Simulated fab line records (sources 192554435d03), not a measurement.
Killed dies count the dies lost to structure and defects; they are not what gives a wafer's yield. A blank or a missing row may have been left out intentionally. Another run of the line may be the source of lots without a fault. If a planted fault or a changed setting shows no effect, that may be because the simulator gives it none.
fab line records    flow n5_finfet
record: lots: 7  wafers: 39
route steps=1938 shown SD_EPI_N@275 MOL_CONTACT_COAG@615
start_h: start of the lot's first displayed wafer, in hours after the record's first day    wait_h: how many hours have passed since the lot's step before this one    " identical to the entry in the row above    L1.1+2: a row that stands for several wafers    - no value, or no start given    * or withheld: withheld    < > ~ a bound
route shown NAME@n: names a module that has steps shown in the file, with the first one's number in the route    usual: mean and standard deviation over wafers with no fault    same: alike in all rows    chamber/n: place in a boat    sites: each site's reading    _std_site: standard deviation of those values    _edge_site: the outer-site mean with the inner-site mean subtracted    radius_mm: for every site, how far away it sits from the centre of the wafer    mask NAME#n: copy n    behind: the last tool/chamber to shape the wafer    hold: why the lot was held/for how many hours/how that ended    device: whichever transistor did not switch (one of n, p or np)    end of line: tests of these same wafers at the route's end    for a step that has no rows: nothing shown but its recipe    killed: at the first sort, the dies lost to defects and structure; wafer yield is something else    map: a wafer's dies, x killed, . not, _ none there
set.NAME: the setting as run; set.NAME@STEP: as run at that earlier step    model.NAME: the simulator's own value behind a step, which no gauge read
lots run with intentionally changed settings; tables by step, rows by wafer
== steps ==
step: N5_SD_EPI_N_ETCH_35
recipe: chemistry: N2/H2  target: SOC  overetch_a: 1080  mask_material: SiARC  temp_c: 40  ion_energy_ev: 100  source_w: 3000  bias_w: 133  pressure_mtorr: 20  time_s: 486  n2_flow_sccm: 200  h2_flow_sccm: 200
lot.wafer   tool         chamber  start_h  wait_h  set.time_s  model.SiARC_of_SD_EPI_N_COAT_33.thk_nm
L076.1+6    rie_diel-01  2,1      66.69    0.0     486         20
L076.2      "            0        "        "       486         19.4
L076.3      "            3        "        "       376.8       23.2
L076.4      "            1        "        "       376.8       23.4
L076.5      "            0        "        "       376.8       23
L080.1      rie_diel-06  1        83.53    0.0     486         20.2
L080.2      "            2        "        "       571.6       16.6
L080.3      "            3        "        "       571.6       17.2
L080.4      "            0        "        "       486         19.6
L080.5      "            2        "        "       486         19.4
L080.6      "            3        "        "       571.6       17.4
L083.1+3+5  rie_diel-01  1,2,1    102.86   0.0     486         20
L083.2      "            0        "        "       529.1       17.8
L083.4      "            0        "        "       529.1       18.2
L083.6      "            2        "        "       529.1       18.6
L084.1+4    rie_diel-02  2        111.74   0.0     397.2       22.4
L084.2+6    "            0        "        "       486         20
L084.3      "            1        "        "       397.2       23
L084.5      "            1        "        "       486         20.4
L086.1+2    rie_diel-01  3,0      124.74   0.0     486         19.4
L086.4      "            2        "        "       486         20
L091.1      rie_diel-02  3        150.60   0.0     418.7       22
L091.2      "            0        "        "       418.7       21.8
L091.3      "            1        "        "       486         20.2
L091.4+5    "            2        "        "       486         19.4
L091.6      "            1        "        "       418.7       22.2
L092.1      rie_diel-02  0        155.47   0.0     486         19.8
L092.2+6    "            3,1      "        "       383.6       23.2
L092.3      "            1        "        "       486         20.2
L092.4      "            2        "        "       486         19.6
L092.5      "            0        "        "       383.6       23
step: N5_SD_EPI_N_STRIP_36
recipe: chemistry: N2/H2  temp_c: 40  n2_flow_sccm: 200  h2_flow_sccm: 200  rf_frequency_hz: 6e+07
step: N5_SD_EPI_N_ETCHBACK_44
recipe: chemistry: CH3F/O2  mode: anisotropic_etchback  target: SiNx  target_depth_a: 145  stop_on: SiO2  over_etch_frac: 0.3  ion_energy_ev: 120  pressure_mtorr: 30  source_w: 395  bias_w: 73  Ar_flow_sccm: 150  CH3F_flow_sccm: 30  O2_flow_sccm: 20
step: N5_SD_EPI_N_ETCH_45
recipe: chemistry: CH3F/O2  target: SiOCN  target_depth_a: 60  mask_material: SOC  ion_energy_ev: 60  bias_w: 29  pressure_mtorr: 15  source_w: 410  Ar_flow_sccm: 150  CH3F_flow_sccm: 30  O2_flow_sccm: 20
step: N5_SD_EPI_N_ETCH_16
recipe: chemistry: CHF3/O2  target: SiO2  target_depth_a: 50  mask_material: SOC  pressure_mtorr: 30  source_w: 650  bias_w: 170  Ar_flow_sccm: 200  CHF3_flow_sccm: 50  O2_flow_sccm: 5  ion_energy_ev: 200
lot.wafer   tool         chamber  start_h  wait_h  set.time_s@SD_EPI_N_ETCH_35  model.SiARC_of_SD_EPI_N_COAT_33.thk_nm
L076.1      rie_diel-01  2        67.22    0.1     486                          12.8
L076.2      "            0        "        "       486                          12
L076.3+4    "            3,1      "        "       376.8                        16.2
L076.5      "            0        "        "       376.8                        15.6
L076.6      "            1        "        "       486                          12.6
L080.1      rie_diel-06  1        84.05    0.1     486                          13
L080.2      "            2        "        "       571.6                        9.2
L080.3      "            3        "        "       571.6                        9.8
L080.4+5    "            0,2      "        "       486                          12.2
L080.6      "            3        "        "       571.6                        10
L083.1+3+5  rie_diel-01  1,2,1    103.39   0.1     486                          12.6
L083.2      "            0        "        "       529.1                        10.4
L083.4      "            0        "        "       529.1                        10.6
L083.6      "            2        "        "       529.1                        11.4
L084.1+4    rie_diel-02  2        112.26   0.1     397.2                        14.8
L084.2      "            0        "        "       486                          12.8
L084.3      "            1        "        "       397.2                        15.8
L084.5      "            1        "        "       486                          13.2
L084.6      "            0        "        "       486                          12.6
L086.1      rie_diel-01  3        125.26   0.1     486                          11.8
L086.2      "            0        "        "       486                          12
L086.4      "            2        "        "       486                          12.6
L091.1+2    rie_diel-02  3,0      151.12   0.1     418.7                        14.6
L091.3      "            1        "        "       486                          13
L091.4      "            2        "        "       486                          11.8
L091.5      "            2        "        "       486                          11.6
L091.6      "            1        "        "       418.7                        15
L092.1      rie_diel-02  0        156.00   0.1     486                          12.4
L092.2+6    "            3,1      "        "       383.6                        16
L092.3      "            1        "        "       486                          13
L092.4      "            2        "        "       486                          12
L092.5      "            0        "        "       383.6                        15.6
step: N5_MOL_CONTACT_COAG_VIA_ETCH_117
recipe: chemistry: C4F6/O2  target_depth_a: 400  overetch_a: 80  mask_material: SOC  target: SiO2  bias_w: 455  pressure_mtorr: 10  time_s: 26  source_w: 325  Ar_flow_sccm: 300  C4F6_flow_sccm: 10  O2_flow_sccm: 10  ion_energy_ev: 575.3  ends: end_point
usual: rf_vpp_V: 1607/22
lot.wafer  tool         chamber  start_h  wait_h  set.bias_w  rf_vpp_V
L076.1     rie_diel-01  3        117.71   0.0     455         1593
L076.2     "            1        "        "       455         1625
L076.3     "            0        "        "       383.2       1394
L076.4     "            2        "        "       455         1617
L076.5     "            1        "        "       383.2       1427
L076.6     "            2        "        "       383.2       1422
L080.1     rie_diel-02  3        136.87   0.0     455         1576
L080.2     "            0        "        "       455         1599
L080.3     "            2        "        "       400.8       1508
L080.4     "            1        "        "       455         1588
L080.5     "            0        "        "       400.8       1455
L080.6     "            3        "        "       400.8       1432
L083.1     rie_diel-01  1        155.25   0.0     455         1624
L083.2     "            2        "        "       485.2       1695
L083.3     "            3        "        "       485.2       1670
L083.4     "            0        "        "       485.2       1663
L083.5     "            2        "        "       455         1617
L083.6     "            1        "        "       455         1623
L084.1     rie_diel-06  1        160.97   0.0     455         1618
L084.2     "            2        "        "       403.9       1461
L084.3     "            3        "        "       455         1622
L084.4     "            0        "        "       403.9       1473
L084.5     "            1        "        "       455         1616
L084.6     "            0        "        "       403.9       1473
L086.1     rie_diel-06  1        178.45   0.0     455         1616
L086.2     "            0        "        "       455         1611
L086.4     "            3        "        "       455         1621
L091.1     rie_diel-02  3        204.96   0.0     493.2       1670
L091.2     "            2        "        "       455         1658
L091.3     "            0        "        "       493.2       1696
L091.4     "            1        "        "       455         1586
L091.5     "            1        "        "       455         1587
L091.6     "            2        "        "       493.2       1762
L092.1     rie_diel-06  1        205.64   0.0     455         1616
L092.2     "            0        "        "       455         1610
L092.3     "            3        "        "       455         1620
L092.4     "            2        "        "       455         1598
L092.5     "            1        "        "       455         1617
L092.6     "            2        "        "       455         1597
== key ==
split: step: N5_SD_EPI_N_ETCH_35  setting: time_s  stated: 486  by: wafer
response: step: N5_SD_EPI_N_ETCH_35  reading: model.SiARC_of_SD_EPI_N_COAT_33.thk_nm  change: -0.153  per: 1%  r: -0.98
response: step: N5_SD_EPI_N_ETCH_16  reading: model.SiARC_of_SD_EPI_N_COAT_33.thk_nm  change: -0.158  per: 1%  r: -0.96
split: step: N5_MOL_CONTACT_COAG_VIA_ETCH_117  setting: bias_w  stated: 455  by: wafer
response: step: N5_MOL_CONTACT_COAG_VIA_ETCH_117  reading: rf_vpp_V  change: +11.8  per: 1%  r: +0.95
